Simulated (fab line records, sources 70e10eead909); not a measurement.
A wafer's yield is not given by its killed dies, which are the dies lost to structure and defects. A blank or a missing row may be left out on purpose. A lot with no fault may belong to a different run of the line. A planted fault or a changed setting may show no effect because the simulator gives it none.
fab line records	flow nand-harc
[record] lots = 5	wafers = 15	last-day = 34
route steps=1302 shown A_ONON_D1@434
lots untouched by any fault: they come from a run of this same line in which no faults occurred
start-h: start of the lot's first displayed wafer, in hours after the record's first day	wait-h: hours elapsed since this lot's preceding step	" identical to the entry in the row above	L1.1+2: one row covering several wafers at once	- either no value or no given start	* or withheld: withheld	< > ~ a bound
route shown NAME@n: NAME is a module with steps in the file, n the number in the route of the first one	usual: mean/standard deviation of fault-free wafers	same: alike in all rows	chamber/n: place in a boat	sites: per-site readings	_std_site: standard deviation of those values	_edge_site: mean of outer sites minus mean of inner sites	radius-mm: how far each site lies from the wafer's centre	mask NAME#n: copy n	behind: the last tool/chamber to shape the wafer	hold: cause of the lot's hold/its duration in hours/its outcome	device: names the non-switching transistor (n, p or np)	end of line: tests of these same wafers at the route's end	step lacking rows: just its recipe	killed: dies lost to structure and defects at the first sort, not the wafer's yield	map: a wafer's dies, x killed, . not, _ none there
set.NAME: setting as actually run; set.NAME@STEP: the setting as run at that earlier step	model.NAME: the simulator's own value behind a step, which no gauge read
certain route steps with their lots: each step a table, each wafer a row
services: a tool's chamber out of use, with start hour (start-h, from the record's first day; less than 0 if before it), hours out, and reason
[[steps]]
[step NHARC_A_ONON_D1_ANNEAL_15]
[recipe] temp-c = 750	time-s = 3600
[step NHARC_A_ONON_D1_DEP_16]
[recipe] target-thk-a = 10000	n2-flow-sccm = 2750	n2o-flow-sccm = 2000	nh3-flow-sccm = 500	sih4-flow-sccm = 210	temp-c = 400
[step NHARC_A_ONON_D1_THK_MEAS_18]
[recipe] thk-meas-gauge = ellipsometry
[usual] thk-nm = 1003/9.7
lot.wafer	tool	chamber	start-h	wait-h	thk-nm
L666.1	film-metro-01	-	227.74	-	1005
L666.5	"	-	"	"	1004
L666.6	"	-	"	"	1004
L668.1	film-metro-02	-	235.58	-	987
L668.2	"	-	"	"	987
L668.3	"	-	"	"	988
L676.2	film-metro-02	-	327.14	-	1003
L676.3	"	-	"	"	1005
L676.6	"	-	"	"	1004
L679.1	film-metro-01	-	349.48	-	986
L679.3	"	-	"	"	987
L679.6	"	-	"	"	986
L684.1	film-metro-02	-	400.02	-	990
L684.4	"	-	"	"	988
L684.6	"	-	"	"	991
[step NHARC_A_ONON_D1_DEP_19]
[recipe] target-thk-a = 10000	n2-flow-sccm = 2750	n2o-flow-sccm = 2000	nh3-flow-sccm = 500	sih4-flow-sccm = 210	temp-c = 400
[step NHARC_A_ONON_D1_THK_MEAS_21]
[recipe] thk-meas-gauge = ellipsometry
[usual] thk-nm = 1003/12
lot.wafer	tool	chamber	start-h	wait-h	thk-nm
L666.1	film-metro-02	-	228.36	-	976
L666.5	"	-	"	"	975
L666.6	"	-	"	"	975
L668.1	film-metro-01	-	236.15	-	993
L668.2	"	-	"	"	995
L668.3	"	-	"	"	993
L676.2	film-metro-02	-	327.71	-	1010
L676.3	"	-	"	"	1012
L676.6	"	-	"	"	1012
L679.1	film-metro-02	-	350.05	-	1018
L679.3	"	-	"	"	1019
L679.6	"	-	"	"	1018
L684.1	film-metro-01	-	400.59	-	1017
L684.4	"	-	"	"	1016
L684.6	"	-	"	"	1018
[step NHARC_A_ONON_D1_DEP_22]
[recipe] target-thk-a = 10000	n2-flow-sccm = 2750	n2o-flow-sccm = 2000	nh3-flow-sccm = 500	sih4-flow-sccm = 210	temp-c = 400
[step NHARC_A_ONON_D1_THK_MEAS_24]
[recipe] thk-meas-gauge = ellipsometry
[usual] thk-nm = 1000/10
lot.wafer	tool	chamber	start-h	wait-h	thk-nm
L666.1	film-metro-02	-	228.92	-	982
L666.5	"	-	"	"	983
L666.6	"	-	"	"	982
L668.1	film-metro-01	-	236.72	-	1001
L668.2	"	-	"	"	1000
L668.3	"	-	"	"	1002
L676.2	film-metro-02	-	328.28	-	990
L676.3	"	-	"	"	990
L676.6	"	-	"	"	991
L679.1	film-metro-02	-	350.62	-	1014
L679.3	"	-	"	"	1012
L679.6	"	-	"	"	1014
L684.1	film-metro-02	-	401.15	-	1012
L684.4	"	-	"	"	1011
L684.6	"	-	"	"	1012
[step NHARC_A_ONON_D1_DEP_25]
[recipe] target-thk-a = 10000	n2-flow-sccm = 2750	n2o-flow-sccm = 2000	nh3-flow-sccm = 500	sih4-flow-sccm = 210	temp-c = 400
[step NHARC_A_ONON_D1_THK_MEAS_27]
[recipe] thk-meas-gauge = ellipsometry
[usual] thk-nm = 995/8.9
lot.wafer	tool	chamber	start-h	wait-h	thk-nm
L666.1	film-metro-02	-	229.48	-	992
L666.5	"	-	"	"	993
L666.6	"	-	"	"	992
L668.1	film-metro-01	-	237.29	-	1007
L668.2	"	-	"	"	1005
L668.3	"	-	"	"	1006
L676.2	film-metro-02	-	328.84	-	1001
L676.3	"	-	"	"	1003
L676.6	"	-	"	"	1003
L679.1	film-metro-01	-	351.19	-	977
L679.3	"	-	"	"	979
L679.6	"	-	"	"	975
L684.1	film-metro-01	-	401.72	-	996
L684.4	"	-	"	"	998
L684.6	"	-	"	"	997
[step NHARC_A_ONON_D1_DEP_28]
[recipe] target-thk-a = 10000	n2-flow-sccm = 2750	n2o-flow-sccm = 2000	nh3-flow-sccm = 500	sih4-flow-sccm = 210	temp-c = 400
[step NHARC_A_ONON_D1_THK_MEAS_30]
[recipe] thk-meas-gauge = ellipsometry
[usual] thk-nm = 1001/9.6
lot.wafer	tool	chamber	start-h	wait-h	thk-nm
L666.1	film-metro-02	-	230.04	-	995
L666.5	"	-	"	"	995
L666.6	"	-	"	"	995
L668.1	film-metro-02	-	237.86	-	992
L668.2	"	-	"	"	993
L668.3	"	-	"	"	992
L676.2	film-metro-02	-	329.41	-	1012
L676.3	"	-	"	"	1013
L676.6	"	-	"	"	1013
L679.1	film-metro-02	-	351.76	-	1017
L679.3	"	-	"	"	1014
L679.6	"	-	"	"	1016
L684.1	film-metro-01	-	402.29	-	1004
L684.4	"	-	"	"	1004
L684.6	"	-	"	"	1004
[step NHARC_A_ONON_D1_DEP_33]
[recipe] target-thk-a = 2000	temp-c = 400	pressure-torr = 6.5	rf-w = 900	teos-flow-sccm = 161.4	flow-sccm = 2650	target-thk-nm = 200	gas = O2	material = SiO2
[usual] heater-power-w = 570/110	mfc-precursor-sccm = 161.4/0.5	throttle-valve-pct = 15.9/0.34
lot.wafer	tool	chamber	start-h	wait-h	heater-power-w	mfc-precursor-sccm	since-wet-clean-h	throttle-valve-pct
L666.1	pecvd-03	0	230.15	0.1	570	161.7	32	15.6
L666.6	"	2	"	"	651	162.5	-	15.3
L666.5	"	0	"	"	578	161.8	-	15.5
L668.3	pecvd-03	1	238.28	0.4	549	161.6	40	15.8
L668.2	"	2	"	"	646	161.7	40	15.1
L668.1	"	0	"	"	588	182.8	40	16.0
L676.3	pecvd-02	1	329.46	0.1	458	161.5	90	16.0
L676.2	"	0	"	"	558	160.6	90	16.4
L676.6	"	1	"	"	469	161.6	-	16.3
L679.1	pecvd-03	2	351.81	0.1	753	161.1	154	15.5
L679.3	"	0	"	"	573	162.4	154	16.2
L679.6	"	0	"	"	576	161.9	-	16.4
L684.1	pecvd-04	2	402.39	0.1	397	161.5	120	16.1
L684.6	"	2	"	"	417	162.2	-	15.9
L684.4	"	0	"	"	486	161.9	-	15.9
[step NHARC_A_ONON_D1_THK_MEAS_34]
[recipe] thk-meas-gauge = ellipsometry
[usual] thk-nm = 199.7/2.6
lot.wafer	tool	chamber	start-h	wait-h	thk-nm
L666.1	film-metro-02	-	230.51	-	197.9
L666.5	"	-	"	"	200.7
L666.6	"	-	"	"	201.6
L668.1	film-metro-01	-	238.69	-	224.5
L668.2	"	-	"	"	200.7
L668.3	"	-	"	"	198.3
L676.2	film-metro-02	-	329.87	-	198.5
L676.3	"	-	"	"	199.6
L676.6	"	-	"	"	203.2
L679.1	film-metro-02	-	352.22	-	194.4
L679.3	"	-	"	"	198.3
L679.6	"	-	"	"	199.9
L684.1	film-metro-02	-	402.76	-	196.7
L684.4	"	-	"	"	202.6
L684.6	"	-	"	"	200.7
[[services]]
tool	chamber	start-h	hours	kind
pecvd-04	1	217.38	5.5	repair
pecvd-02	-	224.38	0.8	repair
pecvd-02	-	227.00	13.0	pm
pecvd-02	0	227.00	13.0	vent-cycle
pecvd-02	1	227.00	13.0	vent-cycle
pecvd-02	2	227.00	13.0	vent-cycle
pecvd-02	0	240.00	-	clean
pecvd-02	1	240.00	-	clean
pecvd-02	2	240.00	-	clean
pecvd-04	-	269.00	13.0	pm
pecvd-02	0	315.20	5.0	repair
pecvd-03	0	317.33	25.6	repair
pecvd-04	2	329.42	7.9	repair
pecvd-03	-	330.07	0.8	repair
pecvd-04	1	333.64	13.7	repair
pecvd-04	-	346.13	3.6	repair
pecvd-03	-	366.00	13.0	pm
pecvd-03	0	366.00	13.0	vent-cycle
pecvd-03	1	366.00	13.0	vent-cycle
pecvd-03	2	366.00	13.0	vent-cycle
pecvd-04	-	377.37	1.3	repair
pecvd-03	0	379.00	-	clean
pecvd-03	1	379.00	-	clean
pecvd-03	2	379.00	-	clean
[[key]]
[first-sign] step = NHARC_A_ONON_D1_DEP_33	reading = mfc-precursor-sccm	direction = up	sigmas = 43	usual = 161.4	struck = 182.8
[effect] step = NHARC_A_ONON_D1_THK_MEAS_34	reading = thk-nm	direction = up	sigmas = 9.5	usual = 199.7	struck = 224.5
met-at NHARC_A_ONON_D1_DEP_33
struck-wafers L668.1
tester-left-out L668
onset-between 230.15 238.28
[fault] kind = process-parameter-drift	tool = pecvd-03	chamber = 0	onset-h = 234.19	steps = NHARC_A_ONON_D1_DEP_33	channel = teos-flow-sccm	offset = *	shape = step	end-h = 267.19	acts-in = *	stated = *
// tester-left-out: of these lots the tester's yield and bins aren't shown, on N5 and GAA mostly nor the transistor test; their killed dies are dies lost to structure and defects alone, not to doping, threshold or leakage, so they don't give the yield
